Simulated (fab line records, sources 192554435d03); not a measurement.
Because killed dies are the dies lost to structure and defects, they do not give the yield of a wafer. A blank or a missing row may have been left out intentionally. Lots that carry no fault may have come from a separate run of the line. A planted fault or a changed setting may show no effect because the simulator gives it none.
Problem report, 8D (eight disciplines) form, completed by code :: flow n5_finfet :: the parts of the form that need people (team, actions taken, sign-off) are left out

== 1. PROBLEM STATEMENT ==
Mean of raw_defect_count at N5_BEOL_M0_INSPECT_127: 3484 across 4 wafers in 3 lots; on wafers with no fault it is 70 (standard deviation 27). So: +99 or more standard deviations from the usual mean.
The step: inspects for defects (darkfield).
First observed at day 8 12:20: wafer L617.4, on defect_inspect-01. At this step, 28 wafers from 10 lots have a number in the record. By rule, "out" or "out of limits" means more than 4 standard deviations away from the usual mean. Any other wafer with a number is counted as sound.

== 2. WHAT IT IS, AND WHAT IT ISN'T ==
question: which readings at this step
is: raw_defect_count
is not: -

question: which lots
is: L617, L618, L622
is not: L610, L611, L612, L619, L626, L627, L630

question: which wafers of those lots
is: L617.4, L618.3, L622.3, L622.4
is not: L617.5, L618.1, L618.5

question: read on which gauges
is: defect_inspect-01, defect_inspect-02
is not: -

question: when
is: from day 8 12:20
is not: up to then (10 sound wafers); but 14 sound wafers of L618, L619, L626, L627, L630 came after

== 3. WHAT RULES OUT EACH SUSPECT ==
Counting: any tool at a process step up to the reading remains a suspect provided it ran every lot that is out. Sound lots after the first of them don't rule it out here, since some wafers of a struck lot are sound.
- the gauge at N5_BEOL_M0_INSPECT_127 has been ruled out. 2 gauges (defect_inspect-01, defect_inspect-02) read the wafers that are out.
- cmp-02 at N5_BEOL_M0_CMP_120 (polishes, stops on SiOC, t overpolish 6.9 s): kept. It ran every lot that is out, first L617 (day 8 11:34); its last sound lot up to then is L612 (day 7 04:14). Out on those wafers are its own readings of barrier_field_endpoint_s, time_to_endpoint_s.
- cvd_co-02 at N5_BEOL_M0_PRE_CLEAN_131 (time 15 s): kept. It ran every lot that is out, first L617 (day 8 12:03); its last sound lot up to then is L612 (day 7 04:34).
The count leaves cvd_co-02 at N5_BEOL_M0_PRE_CLEAN_131 and cmp-02 at N5_BEOL_M0_CMP_120.

== 4. THE CAUSE (what the simulator had put in) ==
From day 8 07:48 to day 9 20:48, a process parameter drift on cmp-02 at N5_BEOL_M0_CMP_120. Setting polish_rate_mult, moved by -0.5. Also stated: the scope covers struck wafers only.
After counting, 2 suspects remain, this tool included.

== 5. THE CHAIN OF EFFECTS, in route order ==
One row per reading whose mean, taken over the struck wafers that have a number, lies over 3 standard deviations from the usual. Only readings for which the record gives a usual standard deviation are gone through. hours: the time from each lot's start at the first step in this table that gives one to its start at this step, as a median over the lots. sigmas: the change in usual standard deviations.
hours: 0
step: N5_BEOL_M0_CMP_120
reading: barrier_field_endpoint_s
usual: 3.65 s
on struck wafers: 7.51
change: +3.86
sigmas: +24

hours: 0
step: N5_BEOL_M0_CMP_120
reading: time_to_endpoint_s
usual: 62 s
on struck wafers: 81
change: +19
sigmas: +5.7

hours: 1
step: N5_BEOL_M0_INSPECT_127
reading: raw_defect_count
usual: 70
on struck wafers: 3484
change: +3414
sigmas: +99 or more

hours: 145
step: N5_PASSIVATION_PROBE_49
reading: defect_limited_yield
usual: 91.4 %
on struck wafers: 0.0
change: -91.4
sigmas: -57

hours: 145
step: N5_PASSIVATION_PROBE_49
reading: killed_at_M0_to_M3
usual: 31
on struck wafers: 1110
change: +1078
sigmas: +98

hours: 145
step: N5_PASSIVATION_PROBE_49
reading: killed_dies
usual: 101
on struck wafers: 1180
change: +1079
sigmas: +57

hours: 145
step: N5_PASSIVATION_PROBE_49
reading: killed_on_rim
usual: 13
on struck wafers: 152
change: +139
sigmas: +36

hours: 145
step: N5_PASSIVATION_PROBE_49
reading: sort_n_pass
usual: 1078
on struck wafers: 0
change: -1078
sigmas: -54

hours: 145
step: N5_PASSIVATION_PROBE_49
reading: sort_yield_pct
usual: 91.3 %
on struck wafers: 0.0
change: -91.3
sigmas: -54
Here are the process steps it includes:
- N5_BEOL_M0_CMP_120: polishes, stops on SiOC, t overpolish 6.9 s.
- N5_PASSIVATION_PROBE_49

== 6. HOW IT WOULD HAVE BEEN CAUGHT EARLIER ==
In this record the first reading out of limits at a measuring or inspecting step was taken at day 8 12:20, 5 hours after the fault began at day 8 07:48.
At N5_BEOL_M0_CMP_120, the tool's own readings (barrier_field_endpoint_s, time_to_endpoint_s) were out on each struck wafer the step has a row for, so an alarm limit on them would have fired on the first such wafer.
Lots out: 3; of these, L618, L622 started N5_BEOL_M0_CMP_120 on cmp-02 after day 8 12:20. A hold on the tool at that time would have spared those 2.
